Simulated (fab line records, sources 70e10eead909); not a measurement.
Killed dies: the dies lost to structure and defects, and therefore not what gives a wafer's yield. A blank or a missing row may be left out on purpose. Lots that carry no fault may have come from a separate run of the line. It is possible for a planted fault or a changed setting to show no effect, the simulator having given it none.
Which tool is to blame? | flow nandHarc | route of 1302 steps, sampled at 1 step: 11 lots, 33 wafers

== WHAT EACH GAUGE READ, for each wafer ==
NHARC_A_CONTACT_CD_MEAS_08: the cd target is 200 nm.
lot  | measured     | on       | cdNm (nm)
L415 | day 22 02:24 | cdSem-03 | 199.9 200.3 200.0
L416 | day 22 19:11 | cdSem-02 | 200.5 200.2 199.8
L419 | day 23 06:56 | cdSem-02 | 199.9 200.1 200.6
L420 | day 23 15:44 | cdSem-02 | 200.3 200.6 200.0
L424 | day 26 01:25 | cdSem-01 | 199.4 198.5 199.9
L425 | day 26 07:29 | cdSem-01 | 200.6 200.0 200.2
L426 | day 26 22:08 | cdSem-02 | 199.6 200.5 199.9
L428 | day 27 12:53 | cdSem-02 | 199.0 200.0 199.4
L435 | day 31 09:27 | cdSem-01 | 200.5 200.9 200.9
L437 | day 31 14:05 | cdSem-01 | 199.7 199.9 200.4
L436 | day 31 17:55 | cdSem-01 | 200.0 200.4 199.0

== TOOL THAT RAN EACH LOT (tool first, then ch and the chambers of the sampled wafers, then the start) ==
Record: no process step prior to these readings.

== AS READ BY THE TOOLS THEMSELVES (means over the sampled wafers that have a number; for cases with no such wafer, the mark the record gives instead) ==
The record holds no such reading with a usual standard deviation.

== THE ANSWER, worked out from the rows above alone ==
Rule: usual is defined by the lots themselves. Put in order of their means at a reading, lots are off if they are a third of the lots or fewer, leave a main group of 4 or more, and stand apart from it by a gap of 3 or more times the standard deviation of the main group's means; of several such gaps the widest counts. The tables above print the reading to a certain number of digits; a main group whose means all agree to those digits is not used. A lot without any number at a reading at which 4 lots or more have one is off too. The other lots that the step has rows for count as sound. First the gauges in route order, then the tools' own readings, where a lot's mean is used as printed above. At the first step where some lot is off, the reading lying furthest off is the one used; lots without a number count as furthest.
Across all readings shown, no lot is off: no conclusion can be drawn from this.

== WHAT THE SIMULATOR HAD PUT IN ==
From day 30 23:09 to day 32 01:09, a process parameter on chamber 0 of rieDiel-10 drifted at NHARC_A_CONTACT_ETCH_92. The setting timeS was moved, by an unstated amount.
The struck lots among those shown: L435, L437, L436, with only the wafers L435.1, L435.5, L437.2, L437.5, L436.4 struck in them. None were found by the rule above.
